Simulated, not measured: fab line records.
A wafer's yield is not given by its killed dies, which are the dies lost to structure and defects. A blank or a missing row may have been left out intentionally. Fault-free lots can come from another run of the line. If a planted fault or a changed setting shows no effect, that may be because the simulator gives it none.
fab line records	flow n5_finfet
[record] lots = 5	wafers = 13	last_day = 15
route steps=1938 shown BEOL_M10@1527 BEOL_M11@1536 PASSIVATION@1936
lots with no fault: from the same line, run without faults
start_h: hours from the record's first day to the start of the lot's first wafer shown	wait_h: how many hours have passed since the lot's step before this one	" identical to the entry in the row above	L1.1+2: a row that stands for several wafers	- value missing, or start not given	* or withheld: withheld	< > ~ a bound
route shown NAME@n: NAME is a module with steps in the file, n the number in the route of the first one	usual: average and standard deviation across the fault-free wafers	same: alike in all rows	chamber/n: place in a boat	sites: per-site readings	_std_site: the standard deviation of these	_edge_site: the outer-site mean with the inner-site mean subtracted	radius_mm: for every site, how far away it sits from the centre of the wafer	mask NAME#n: copy n	behind: the tool/chamber that last shaped the wafer	hold: reason for holding the lot/hours on hold/outcome of the hold	device: which transistor (n, p or np) failed to switch	end of line: tests of these same wafers at the route's end	for a step that has no rows: nothing shown but its recipe	killed: count of dies lost to structure and defects at first sort (not the wafer's yield)	map: a wafer's dies, x killed, . not, _ none there
set.NAME: the setting that was run; set.NAME@STEP: the one run at that earlier step	model.NAME: the simulator's own value behind a step, which no gauge read
lots seen at some steps along the route; tables by step, rows by wafer
services: the hour from which a tool's chamber was out of use, counted from the record's first day as start_h (under 0 if before that day), plus the number of hours and why
[[steps]]
[step N5_BEOL_M10_SPUTTER_48]
[recipe] material = Cu	target_thk_a = 120	temp_c = -20	bias_v = 60	power_w = 26000	chamber_pressure_pa = 0.13	time_s = 2
[step N5_BEOL_M10_ECD_50]
[recipe] material = Cu	target_thk_a = 3180
[step N5_BEOL_M10_ANNEAL_51]
[recipe] temp_c = 225	time_s = 90	ambient = N2
[step N5_BEOL_M10_CMP_52]
[recipe] stop_on = SiCOH_lowk	t_overpolish_s = 7	down_force_psi = 1	platen_rpm = 50	clearing_platen_down_force_psi = 1.5	clearing_platen_rpm = 50	post_cmp_clean = cu_alkaline	target_thk_nm = 140	clearing_platen_pad_velocity_m_s = 0.99484	pad_velocity_m_s = 0.99484
[step N5_BEOL_M10_THK_MEAS_53]
[recipe] thk_meas_gauge = xrf	reads = Cu_of_BEOL_M10_ECD_50
[usual] M10_THK = 142/4
lot.wafer	tool	chamber	start_h	wait_h	M10_THK[nm]
L660.2	film_metro-01	-	254.25	-	146
L660.3	"	-	"	"	139
L660.5	"	-	"	"	138
L661.1	film_metro-02	-	263.35	-	148
L661.3	"	-	"	"	142
L661.5	"	-	"	"	146
L664.1	film_metro-02	-	274.70	-	149
L664.4	"	-	"	"	143
L664.5	"	-	"	"	142
L666.1	film_metro-02	-	285.71	-	141
L666.4	"	-	"	"	140
L672.3	film_metro-02	-	313.71	-	147
L672.4	"	-	"	"	140
[step N5_BEOL_M10_PRE_CLEAN_55]
[recipe] gas = NH3	time_s = 15	temp_c = withheld	rf_power_w = 300
[step N5_BEOL_M10_DEP_56]
[recipe] material = SiCN	target_thk_a = 150	temp_c = withheld	precursor = 3MS/NH3	pressure_torr = 3	rf_w = 202	time_s = 26.5
[step N5_BEOL_M10_RS_MEAS_57]
[recipe] thk_meas_gauge = four-point-probe	reads = Cu_of_BEOL_M10_ECD_50+Co_of_BEOL_M10_CVD_75+TaN_of_BEOL_M10_ALD_74
[usual] M10_RS = 0.150/0.0044
lot.wafer	tool	chamber	start_h	wait_h	M10_RS[ohm/sq]
L660.2	film_metro-01	-	254.39	0.1	0.146
L660.3	"	-	"	"	0.154
L660.5	"	-	"	"	0.156
L661.1	film_metro-02	-	263.49	0.1	0.143
L661.3	"	-	"	"	0.151
L661.5	"	-	"	"	0.146
L664.1	film_metro-02	-	274.83	0.1	0.143
L664.4	"	-	"	"	0.150
L664.5	"	-	"	"	0.151
L666.1	film_metro-01	-	285.85	0.1	0.152
L666.4	"	-	"	"	0.153
L672.3	film_metro-02	-	313.84	0.1	0.145
L672.4	"	-	"	"	0.153
[step N5_BEOL_M10_INSPECT_58]
[recipe] inspect_instrument = darkfield	mode = post_dep
[usual] raw_defect_count = 69/24
lot.wafer	tool	chamber	start_h	wait_h	raw_defect_count
L660.2	defect_inspect-01	-	254.41	0.0	70
L660.3	"	-	"	"	29
L660.5	"	-	"	"	54
L661.1	defect_inspect-02	-	263.52	0.0	39
L661.3	"	-	"	"	66
L661.5	"	-	"	"	70
L664.1	defect_inspect-02	-	274.86	0.0	76
L664.4	"	-	"	"	79
L664.5	"	-	"	"	127
L666.1	defect_inspect-01	-	285.88	0.0	74
L666.4	"	-	"	"	38
L672.3	defect_inspect-02	-	313.87	0.0	56
L672.4	"	-	"	"	99
[step N5_BEOL_M11_ILD_DEP_00]
[recipe] material = SiCOH_lowk	target_thk_a = 3085.1	temp_c = 300	precursor = DEMS/porogen	pressure_torr = 5	rf_w = 500	time_s = 58
[usual] heater_power_outer_w = 151/24	heater_power_w = 324/42	showerhead_plenum_p_Torr = 5.729/0.015	susceptor_temp_C = 300.01/0.18	throttle_valve_pct = 14.0/0.97
lot.wafer	tool	chamber	start_h	wait_h	heater_power_outer_w	heater_power_w	showerhead_plenum_p_Torr	susceptor_temp_C	throttle_valve_pct
L660.2	pecvd-02	1	254.45	0.0	179	386	5.759	299.91	14.3
L660.3	"	0	"	"	165	355	5.717	300.40	13.8
L660.5	"	0	"	"	170	359	5.733	300.07	13.7
L661.1	pecvd-02	1	263.55	0.0	179	374	5.750	299.63	14.6
L661.3	"	0	"	"	136	313	5.714	300.06	14.1
L661.5	"	2	"	"	95	218	5.736	300.18	12.9
L664.1	pecvd-04	2	274.90	0.0	143	321	5.724	300.11	13.1
L664.4	"	2	"	"	144	324	5.723	300.10	12.8
L664.5	"	0	"	"	148	293	5.709	300.00	14.1
L666.1	pecvd-04	0	285.91	0.0	115	257	5.714	299.89	13.8
L666.4	"	1	"	"	152	313	5.731	300.28	15.9
L672.3	pecvd-02	1	313.90	0.0	168	375	5.762	299.93	14.7
L672.4	"	1	"	"	174	385	5.750	300.11	14.4
[step N5_BEOL_M11_CURE_71]
[recipe] temp_c = 385	time_s = 240	ambient = He/Ar	material = SiCOH_lowk
[usual] lamp_power_pct = 52.31/0.054	wafer_temp_C_max = 386.7/0.84
lot.wafer	tool	chamber	start_h	wait_h	lamp_power_pct	wafer_temp_C_max
L660.2	uv_cure-03	0	254.61	0.1	52.32	386.7
L660.3	"	0	"	"	52.31	386.6
L660.5	"	0	"	"	52.32	386.8
L661.1	uv_cure-01	0	263.63	0.0	52.30	386.6
L661.3	"	0	"	"	52.36	386.3
L661.5	"	0	"	"	52.30	386.2
L664.1	uv_cure-03	1	274.97	0.0	52.23	387.1
L664.4	"	1	"	"	52.33	387.2
L664.5	"	1	"	"	52.39	387.6
L666.1	uv_cure-01	2	285.99	0.0	52.29	387.1
L666.4	"	2	"	"	52.27	387.5
L672.3	uv_cure-01	1	314.14	0.2	52.27	385.7
L672.4	"	1	"	"	52.35	386.2
[step N5_BEOL_M11_THK_MEAS_01]
[recipe] reads = SiCOH_lowk_of_BEOL_M11_ILD_DEP_00
[usual] M11_ILD_THK = 270/3.2
lot.wafer	tool	chamber	start_h	wait_h	M11_ILD_THK[nm]
L660.2	film_metro-01	-	255.04	0.4	267
L660.3	"	-	"	"	267
L660.5	"	-	"	"	273
L661.1	film_metro-02	-	264.14	0.4	265
L661.3	"	-	"	"	268
L661.5	"	-	"	"	270
L664.1	film_metro-01	-	275.49	0.4	270
L664.4	"	-	"	"	273
L664.5	"	-	"	"	276
L666.1	film_metro-02	-	286.50	0.4	267
L666.4	"	-	"	"	268
L672.3	film_metro-02	-	314.50	0.3	266
L672.4	"	-	"	"	272
[step N5_BEOL_M11_PECVD_70]
[recipe] material = SiO2	target_thk_a = 200	temp_c = 400	precursor = TEOS/O2	pressure_torr = 5.5	rf_w = 450	teos_flow_sccm = 53.8	gas = O2	flow_sccm = 3000	time_s = 22.7
[usual] heater_power_outer_w = 445/54	heater_power_w = 747/85	showerhead_plenum_p_Torr = 8.74/0.061	susceptor_temp_C = 400.02/0.22	throttle_valve_pct = 22.8/1.7
lot.wafer	tool	chamber	start_h	wait_h	heater_power_outer_w	heater_power_w	showerhead_plenum_p_Torr	susceptor_temp_C	throttle_valve_pct	model.SiO2_of_BEOL_M11_PECVD_70.thk_nm
L660.2	pecvd-03	2	255.08	0.0	424	721	8.71	399.73	21.9	20.4
L660.3	"	1	"	"	499	838	8.76	400.23	23.1	20.2
L660.5	"	0	"	"	442	754	8.75	399.86	23.3	20.8
L661.1	pecvd-04	2	264.18	0.0	464	794	8.75	400.12	20.6	19.8
L661.3	"	1	"	"	543	862	8.80	400.39	25.7	20
L661.5	"	1	"	"	547	844	8.81	400.19	25.8	20.4
L664.1	pecvd-04	2	275.52	0.0	349	647	8.75	400.23	20.5	19.8
L664.4	"	2	"	"	365	662	8.72	400.33	20.6	20.2
L664.5	"	0	"	"	419	683	8.64	400.11	22.9	20.4
L666.1	pecvd-04	1	286.54	0.0	463	738	8.82	400.10	25.7	19.8
L666.4	"	1	"	"	463	745	8.79	400.19	25.6	19.6
L672.3	pecvd-04	2	314.53	0.0	424	749	8.73	399.41	20.7	20
L672.4	"	1	"	"	482	742	8.81	400.16	25.7	22
[step N5_BEOL_M11_HM_DEP_02]
[recipe] material = TiN	target_thk_a = 200	temp_c = 25	chamber_pressure_pa = 0.49996
[usual] susceptor_temp_C = 24.98/0.1	throttle_valve_pct = 29.6/1.2
lot.wafer	tool	chamber	start_h	wait_h	susceptor_temp_C	throttle_valve_pct
L660.2	pvd_sputter-01	-	257.72	2.6	24.99	30.7
L660.3	"	-	"	"	25.05	28.7
L660.5	"	-	"	"	25.10	30.5
L661.1	pvd_sputter-03	-	264.98	0.8	24.86	28.8
L661.3	"	-	"	"	25.32	29.7
L661.5	"	-	"	"	24.96	32.2
L664.1	pvd_sputter-01	-	276.01	0.5	24.75	29.7
L664.4	"	-	"	"	25.11	30.3
L664.5	"	-	"	"	24.95	30.6
L666.1	pvd_sputter-03	-	287.90	1.3	24.88	32.1
L666.4	"	-	"	"	24.96	29.9
L672.3	pvd_sputter-03	-	315.01	0.5	24.88	28.9
L672.4	"	-	"	"	24.99	29.5
[step N5_BEOL_M11_COAT_59]
[recipe] resist = SOC	temp_c = 250	time_s = 60	spin_rpm = 1500	resist_thk_nm = 100
[step N5_BEOL_M11_COAT_60]
[recipe] resist = SiARC	temp_c = 220	time_s = 60	spin_rpm = 1500	resist_thk_nm = 30
[step N5_BEOL_M11_COAT_05]
[recipe] resist = CAR-ArF	spin_rpm = 1500	resist_thk_nm = 90
[step N5_BEOL_M11_EBR_07]
[recipe] solvent = PGMEA	ebr_width_mm = 1.5
[step N5_BEOL_M11_SOFTBAKE_06]
[recipe] temp_c = 110	time_s = 60	resist = CAR-ArF
[step N5_BEOL_M11_EXPOSE_08]
[recipe] mask_id = M11	na = 1.35	source_shape = dipole	sigma_inner = 0.411	sigma_outer = 0.611	polarization = te	dose_mj = 53.75
[step N5_BEOL_M11_PEB_09]
[recipe] peb_temp_c = withheld	peb_time_s = 60	resist = CAR-ArF
[step N5_BEOL_M11_DEVELOP_10]
[recipe] develop_time_s = 30	developer = TMAH	resist = CAR-ArF	rinse_liquid = diw	dry = air_spin	dev_temp_c = 23
[step N5_BEOL_M11_CD_MEAS_11]
[recipe] target_cd_nm = 64.1	landing_energy_ev = 500	detector = se_inlens	polarity = opening
[usual] cd_nm = 64.2/0.59
lot.wafer	tool	chamber	start_h	wait_h	cd_nm
L660.2	cd_sem-01	0	258.09	-	64.1
L660.3	"	0	"	"	63.0
L660.5	"	0	"	"	63.5
L661.1	cd_sem-03	0	265.47	-	64.1
L661.3	"	0	"	"	64.2
L661.5	"	0	"	"	63.4
L664.1	cd_sem-01	0	276.51	-	65.1
L664.4	"	0	"	"	65.0
L664.5	"	0	"	"	64.9
L666.1	cd_sem-01	0	288.27	-	64.8
L666.4	"	0	"	"	64.0
L672.3	cd_sem-01	0	315.38	-	64.1
L672.4	"	0	"	"	63.7
[step N5_BEOL_M11_OVL_MEAS_12]
[recipe] points_per_wafer = 44
[usual] M11_OVL = 0.3/0.75
lot.wafer	tool	chamber	start_h	wait_h	M11_OVL[nm]
L660.2	overlay-01	0	258.12	0.0	0.9
L660.3	"	0	"	"	2.2
L660.5	"	0	"	"	1.2
L661.1	overlay-02	0	265.50	0.0	0.1
L661.3	"	0	"	"	1.3
L661.5	"	0	"	"	-1.0
L664.1	overlay-02	0	276.54	0.0	1.3
L664.4	"	0	"	"	-0.2
L664.5	"	0	"	"	0.2
L666.1	overlay-01	0	288.30	0.0	1.1
L666.4	"	0	"	"	0.6
L672.3	overlay-02	0	315.41	0.0	0.4
L672.4	"	0	"	"	-1.2
[step N5_BEOL_M11_INSPECT_13]
[recipe] mode = adi	inspect_instrument = brightfield
[usual] raw_defect_count = 431/100
lot.wafer	tool	chamber	start_h	wait_h	raw_defect_count
L660.2	defect_inspect-02	-	258.15	0.0	545
L660.3	"	-	"	"	212
L660.5	"	-	"	"	462
L661.1	defect_inspect-02	-	265.53	0.0	392
L661.3	"	-	"	"	437
L661.5	"	-	"	"	385
L664.1	defect_inspect-02	-	276.56	0.0	499
L664.4	"	-	"	"	490
L664.5	"	-	"	"	598
L666.1	defect_inspect-02	-	288.32	0.0	536
L666.4	"	-	"	"	364
L672.3	defect_inspect-01	-	315.43	0.0	349
L672.4	"	-	"	"	402
[step N5_BEOL_M11_DESCUM_16]
[recipe] chemistry = O2	time_s = 7.9	source_power_w = 50	bias_power_w = 20	pressure_mtorr = 20	rf_frequency_hz = 2.712e+07	temp_c = 40	resist = CAR-ArF	o2_flow_sccm = 225
[step N5_BEOL_M11_ETCH_61]
[recipe] chemistry = CF4	target = SiARC	target_depth_a = 390	mask_material = CAR-ArF	time_s = 65	ion_energy_ev = 80	pressure_mtorr = 40	source_w = 545	bias_w = 36	Ar_flow_sccm = 100	cf4_flow_sccm = 100	ends = cleared
[step N5_BEOL_M11_ETCH_62]
[recipe] chemistry = N2/H2	target = SOC	target_depth_a = 1100	overetch_a = 220	mask_material = SiARC	temp_c = 40	time_s = 165	ion_energy_ev = 200	pressure_mtorr = 30	source_w = 840	bias_w = 150	n2_flow_sccm = 200	h2_flow_sccm = 200
[usual] drypump_motor_current_A = 5.7/0.55	n2_flow_sccm = 199.9/0.6	oes_product_au = 0.66/0.061	rf_vpp_V = 524/3	showerhead_plenum_p_Torr = 2.54/0.1	throttle_valve_pct = 17.77/0.25
lot.wafer	tool	chamber	start_h	wait_h	drypump_motor_current_A	n2_flow_sccm	oes_product_au	rf_hours_counter_h	rf_vpp_V	showerhead_plenum_p_Torr	throttle_valve_pct
L660.2	rie_diel-03	0	258.27	0.0	5.9	200.2	0.61	186	523	2.54	18.08
L660.3	"	2	"	"	5.1	200.0	0.63	182	521	2.41	17.59
L660.5	"	2	"	"	5.0	199.8	0.63	-	521	2.41	17.60
L661.1	rie_diel-05	0	265.83	0.0	5.6	200.0	0.63	145	518	2.34	17.79
L661.3	"	3	"	"	5.8	200.5	0.59	236	526	2.60	17.46
L661.5	"	1	"	"	6.1	200.8	0.69	-	527	2.69	17.65
L664.1	rie_diel-05	2	276.97	0.0	6.7	199.5	0.66	131	526	2.66	17.49
L664.4	"	3	"	"	5.8	199.7	0.59	240	525	2.60	17.48
L664.5	"	2	"	"	6.8	200.0	0.66	-	527	2.66	17.50
L666.1	rie_diel-01	1	288.85	0.0	5.8	200.1	0.69	78	525	2.57	17.77
L666.4	"	2	"	"	5.0	200.8	0.80	14	522	2.50	17.99
L672.3	rie_diel-05	2	315.55	0.0	6.8	198.9	0.65	145	526	2.65	17.53
L672.4	"	2	"	"	6.8	199.1	0.65	-	527	2.65	17.53
[step N5_BEOL_M11_STRIP_68]
[recipe] chemistry = N2/H2	temp_c = 40	n2_flow_sccm = 200	h2_flow_sccm = 200	rf_frequency_hz = 6e+07
[step N5_BEOL_M11_STRIP_67]
[recipe] chemistry = CF4	resist = SiARC	power_w = 300	bias_power_w = 75	pressure_mtorr = 50	cf4_flow_sccm = 150	rf_frequency_hz = 6e+07
[step N5_BEOL_M11_HM_OPEN_17]
[recipe] chemistry = Cl2/BCl3	target_depth_a = 200	overetch_a = 60	target = TiN	mask_material = SOC	ion_energy_ev = 150	pressure_mtorr = 10	icp_w = 1000	bias_w = 126	Cl2_flow_sccm = 53.25	bcl3_flow_sccm = 21.75	Ar_flow_sccm = 25
[usual] drypump_motor_current_A = 5.8/0.42	oes_product_au = 0.64/0.078	throttle_valve_pct = 22.26/0.23
lot.wafer	tool	chamber	start_h	wait_h	drypump_motor_current_A	oes_product_au	rf_hours_counter_h	throttle_valve_pct
L660.2	rie_metal-02	1	258.45	0.0	5.3	0.65	48	22.47
L660.3	"	1	"	"	5.3	0.65	-	22.49
L660.5	"	1	"	"	5.3	0.65	-	22.48
L661.1	rie_metal-03	0	266.02	0.0	5.8	0.59	82	22.49
L661.3	"	1	"	"	5.7	0.74	-	21.67
L661.5	"	0	"	"	5.7	0.60	-	22.48
L664.1	rie_metal-01	1	277.16	0.0	6.5	0.58	80	22.30
L664.4	"	0	"	"	5.4	0.72	-	22.05
L664.5	"	1	"	"	6.5	0.58	-	22.28
L666.1	rie_metal-02	1	289.03	0.0	5.3	0.64	51	22.49
L666.4	"	0	"	"	5.9	0.53	-	22.34
L672.3	rie_metal-01	1	315.77	0.1	6.5	0.57	-	22.32
L672.4	"	0	"	"	5.4	0.70	-	22.08
[step N5_BEOL_M11_STRIP_19]
[recipe] chemistry = O2	power_w = 400	temp_c = 40	pressure_mtorr = 30	rf_frequency_hz = 6e+07	bias_power_w = 0	overash_fraction = 0.2	o2_flow_sccm = 225
[step N5_BEOL_M11_CD_MEAS_18]
[recipe] pitch_nm = 140	target_cd_nm = 70
[usual] cd_nm = 70.0/0.68
lot.wafer	tool	chamber	start_h	wait_h	cd_nm
L660.2	cd_sem-03	-	258.63	0.1	69.6
L660.3	"	-	"	"	69.6
L660.5	"	-	"	"	70.2
L661.1	cd_sem-02	-	266.20	0.0	70.5
L661.3	"	-	"	"	69.5
L661.5	"	-	"	"	68.4
L664.1	cd_sem-01	-	277.41	0.0	70.9
L664.4	"	-	"	"	70.3
L664.5	"	-	"	"	71.0
L666.1	cd_sem-02	-	289.21	0.0	70.6
L666.4	"	-	"	"	70.0
L672.3	cd_sem-02	-	315.92	0.1	69.9
L672.4	"	-	"	"	68.8
[step N5_BEOL_M11_COAT_63]
[recipe] resist = SOC	temp_c = 250	time_s = 60	spin_rpm = 1500	resist_thk_nm = 100
[step N5_BEOL_M11_COAT_64]
[recipe] resist = SiARC	temp_c = 220	time_s = 60	spin_rpm = 1500	resist_thk_nm = 30
[step N5_BEOL_M11_COAT_22]
[recipe] resist = CAR-ArF	spin_rpm = 1500	resist_thk_nm = 90
[step N5_BEOL_M11_EBR_24]
[recipe] solvent = PGMEA	ebr_width_mm = 1.5
[step N5_BEOL_M11_SOFTBAKE_23]
[recipe] temp_c = 110	time_s = 60	resist = CAR-ArF
[step N5_BEOL_M11_EXPOSE_25]
[recipe] mask_id = V10	na = 1.35	source_shape = annular	sigma_inner = 0.5	sigma_outer = 0.8	polarization = unpolarized	dose_mj = 85.5
[step N5_BEOL_M11_PEB_26]
[recipe] peb_temp_c = withheld	peb_time_s = 60	resist = CAR-ArF
[step N5_BEOL_M11_DEVELOP_27]
[recipe] develop_time_s = 30	developer = TMAH	resist = CAR-ArF	rinse_liquid = diw	dry = air_spin	dev_temp_c = 23
[step N5_BEOL_M11_CD_MEAS_28]
[recipe] target_cd_nm = 70	landing_energy_ev = 500	detector = se_inlens	polarity = opening
[usual] cd_nm = 69.9/1.3
lot.wafer	tool	chamber	start_h	wait_h	cd_nm
L660.2	cd_sem-01	0	259.05	-	70.4
L660.3	"	0	"	"	70.9
L660.5	"	0	"	"	72.3
L661.1	cd_sem-02	0	266.61	-	70.1
L661.3	"	0	"	"	70.0
L661.5	"	0	"	"	69.8
L664.1	cd_sem-02	0	277.93	-	71.1
L664.4	"	0	"	"	70.1
L664.5	"	0	"	"	72.2
L666.1	cd_sem-01	0	290.07	-	68.9
L666.4	"	0	"	"	70.1
L672.3	cd_sem-02	0	319.82	-	71.5
L672.4	"	0	"	"	70.5
[step N5_BEOL_M11_HM_STRIP_39]
[recipe] chemistry = peroxide_tin_strip	material = TiN	target_depth_a = 250	temp_c = 50	time_s = 158
lot.wafer	tool	chamber	start_h	wait_h	model.SiO2_of_BEOL_M11_PECVD_70.thk_nm
L660.2	wet_bench-05	2	259.66	0.0	20.2
L660.3	"	5	"	"	20
L660.5	"	0	"	"	20.6
L661.1	wet_bench-05	3	267.23	0.0	19.6
L661.3	"	4	"	"	20
L661.5	"	2	"	"	20.2
L664.1	wet_bench-04	7	279.04	0.0	19.6
L664.4	"	6	"	"	20
L664.5	"	1	"	"	20.2
L666.1+4	wet_bench-05	0,2	290.68	0.0	19.6
L672.3	wet_bench-01	1	320.44	0.0	19.8
L672.4	"	3	"	"	21.8
[step N5_BEOL_M11_CMP_52]
[recipe] stop_on = SiCOH_lowk	t_overpolish_s = 7	down_force_psi = 1	platen_rpm = 50	clearing_platen_down_force_psi = 1.5	clearing_platen_rpm = 50	post_cmp_clean = cu_alkaline	target_thk_nm = 140	clearing_platen_pad_velocity_m_s = 0.99484	pad_velocity_m_s = 0.99484
[usual] barrier_field_endpoint_s = 29.1/0.78	motor_current_A = 5.8/0.62
lot.wafer	tool	chamber	start_h	wait_h	barrier_field_endpoint_s	motor_current_A
L660.2	cmp-02	3	261.65	0.2	30.6	6.1
L660.3	"	1	"	"	29.1	4.8
L660.5	"	2	"	"	30.5	5.5
L661.3	cmp-03	3	270.82	0.2	28.6	6.0
L661.1	"	0	"	"	28.5	5.3
L661.5	"	1	"	"	29.6	5.7
L664.4	cmp-02	3	281.30	0.2	30.1	6.2
L664.1	"	0	"	"	29.3	5.9
L664.5	"	2	"	"	30.5	5.4
L666.4	cmp-01	2	292.61	0.2	29.8	7.3
L666.1	"	0	"	"	28.2	5.3
L672.3	cmp-01	1	322.95	0.2	28.2	6.0
L672.4	"	2	"	"	31.7	6.8
[step N5_PASSIVATION_PROBE_49]
[usual] defect_limited_yield = 91.5/1.5	killed_at_M0_to_M3 = 32/9.4	killed_at_M4_up = 12/5.1	killed_at_contacts = 11/7.4	killed_at_front_end = 41/11	killed_at_other = 3.4/2.5	killed_dies = 100/17	killed_open = 65/14	killed_short = 33/7	sort_bin_5_function = 4.9/0.96	sort_bin_6_memory = 3.1/0.7	sort_n_pass = 1080/17	sort_yield_pct = 91.5/1.5
[same] gross_dies = 1180	killed_at_back_side = 0	sort_bin_4_leakage[%] = 0	sort_bin_8_speed[%] = 0
lot.wafer	tool	chamber	start_h	wait_h	defect_limited_yield[%]	killed_at_M0_to_M3	killed_at_M4_up	killed_at_contacts	killed_at_front_end	killed_at_other	killed_dies	killed_open	killed_short	sort_bin_5_function[%]	sort_bin_6_memory[%]	sort_n_pass	sort_yield_pct[%]
L660.2	prober-02	-	297.66	0.1	91.4	31	20	9	37	5	102	71	29	4.9	3.2	1078	91.4
L660.3	prober-02	-	297.71	0.1	91.5	32	7	3	56	2	100	64	27	4.2	3.2	1080	91.5
L660.5	prober-02	-	297.81	0.2	91.4	39	13	14	30	5	101	63	37	4.8	3.0	1079	91.4
L664.1	prober-02	-	317.61	0.0	90.3	45	11	26	33	0	115	83	28	5.7	3.6	1065	90.3
L664.4	prober-02	-	317.76	0.2	89.6	38	13	20	50	2	123	89	31	5.6	4.7	1057	89.6
L664.5	prober-02	-	317.81	0.2	89.2	53	16	19	33	6	127	93	32	6.7	3.9	1053	89.2
L672.4	prober-02	-	355.49	0.2	91.7	41	14	8	33	2	98	66	32	4.7	3.1	1082	91.7
// killed by level:class
L660.2 BEOL_M3:geometric_particle:open=15 FIN_SAQP:geometric_particle:open=14 FIN_SAQP:geometric_particle:short=14 BEOL_M4:geometric_particle:open=12 MOL_CONTACT_COAG:geometric_particle:open=6 BEOL_M1:geometric_particle:open=6 MOL_CONTACT_COAG:geometric_particle:short=3 BEOL_M0_SAQP:geometric_particle:short=3
L660.3 FIN_SAQP:geometric_particle:open=15 BEOL_M3:geometric_particle:open=11 HKMG_FIN:area_etch=9 FIN_SAQP:geometric_particle:short=6 STI_FIN_REVEAL:geometric_particle:open=6 STARTING-WAFER:geometric_particle:open=6 BEOL_M1:geometric_particle:open=5 BEOL_M0_SAQP:geometric_particle:short=4
L660.5 MOL_CONTACT_COAG:geometric_particle:open=11 FIN_SAQP:geometric_particle:short=10 FIN_SAQP:geometric_particle:open=8 BEOL_M0_SAQP:geometric_particle:short=8 BEOL_M0_SAQP:geometric_particle:open=7 BEOL_M1:geometric_particle:open=7 STI_FIN_REVEAL:geometric_particle:open=6 BEOL_M3:geometric_particle:open=6
L664.1 MOL_CONTACT_COAG:geometric_particle:open=19 BEOL_M1:geometric_particle:open=13 STI_FIN_REVEAL:geometric_particle:open=12 BEOL_M0_SAQP:geometric_particle:short=11 BEOL_M0_SAQP:geometric_particle:open=11 MOL_CONTACT_COAG:geometric_particle:short=7 FIN_SAQP:geometric_particle:open=6 STARTING-WAFER:geometric_particle:open=4
L664.4 STI_FIN_REVEAL:geometric_particle:open=16 MOL_CONTACT_COAG:geometric_particle:open=15 BEOL_M3:geometric_particle:open=10 FIN_SAQP:geometric_particle:open=9 BEOL_M2:geometric_particle:open=7 BEOL_M1:geometric_particle:open=7 STARTING-WAFER:geometric_particle:short=6 FIN_SAQP:geometric_particle:short=5
L664.5 MOL_CONTACT_COAG:geometric_particle:open=16 BEOL_M3:geometric_particle:open=13 BEOL_M1:geometric_particle:open=10 BEOL_M0_SAQP:geometric_particle:open=8 FIN_SAQP:geometric_particle:open=7 STI_FIN_REVEAL:geometric_particle:open=7 ILD0:geometric_particle:open=6 BEOL_M0_SAQP:geometric_particle:short=5
L672.4 FIN_SAQP:geometric_particle:open=8 BEOL_M0_SAQP:geometric_particle:open=8 BEOL_M0_SAQP:geometric_particle:short=8 BEOL_M2:geometric_particle:open=7 MOL_CONTACT_COAG:geometric_particle:open=6 BEOL_M3:geometric_particle:open=6 FIN_SAQP:geometric_particle:short=5 BEOL_M1:geometric_particle:open=5
[[services]]
tool	chamber	start_h	hours	kind
rie_diel-03	3	232.01	2.0	repair
pecvd-04	1	236.36	2.1	scheduled_down
cmp-02	-	237.54	0.3	repair
pecvd-04	-	238.23	0.5	repair
cmp-01	-	246.07	4.0	pm
cmp-03	-	247.22	0.9	repair
wet_bench-01	-	250.39	1.3	repair
pecvd-02	-	250.62	2.8	pm
pecvd-04	0	251.52	12.3	repair
rie_diel-03	3	266.40	4.3	repair
cmp-01	-	266.75	7.0	pm
pecvd-03	-	271.33	1.2	repair
rie_metal-02	0	273.31	12.5	repair
cmp-01	-	275.51	1.6	repair
rie_diel-05	3	288.80	4.2	repair
rie_diel-03	0	289.36	5.6	repair
pecvd-02	-	290.31	6.1	repair
pecvd-02	1	298.53	6.5	repair
rie_metal-03	0	302.78	1.7	repair
rie_diel-05	3	307.51	-	clean
rie_diel-05	3	307.51	-	consumable_replace:focus_ring
rie_diel-05	3	307.51	17.0	scheduled_down
rie_diel-05	3	307.51	17.0	vent_cycle
pecvd-02	2	308.48	2.1	scheduled_down
[[key]]
[first_sign] step = N5_BEOL_M11_CMP_52	reading = barrier_field_endpoint_s	direction = up	sigmas = 3.3	usual = 29.1	struck = 31.7
effect none on later readings
[model_effect] step = N5_BEOL_M11_PECVD_70	value = SiO2_of_BEOL_M11_PECVD_70.thk_nm	without = 20.2	struck = 22
[model_effect] step = N5_BEOL_M11_HM_STRIP_39	value = SiO2_of_BEOL_M11_PECVD_70.thk_nm	without = 20.2	struck = 21.8
met_at N5_BEOL_M11_PECVD_70
struck_wafers L672.4
onset_between 286.54 314.53
[fault] kind = process_parameter_drift	tool = pecvd-04	chamber = -	onset_h = 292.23	steps = N5_BEOL_M11_PECVD_70	channel = time_s	offset = *	shape = step	end_h = 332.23	scope = struck_wafers_only	acts_in = *	stated = *
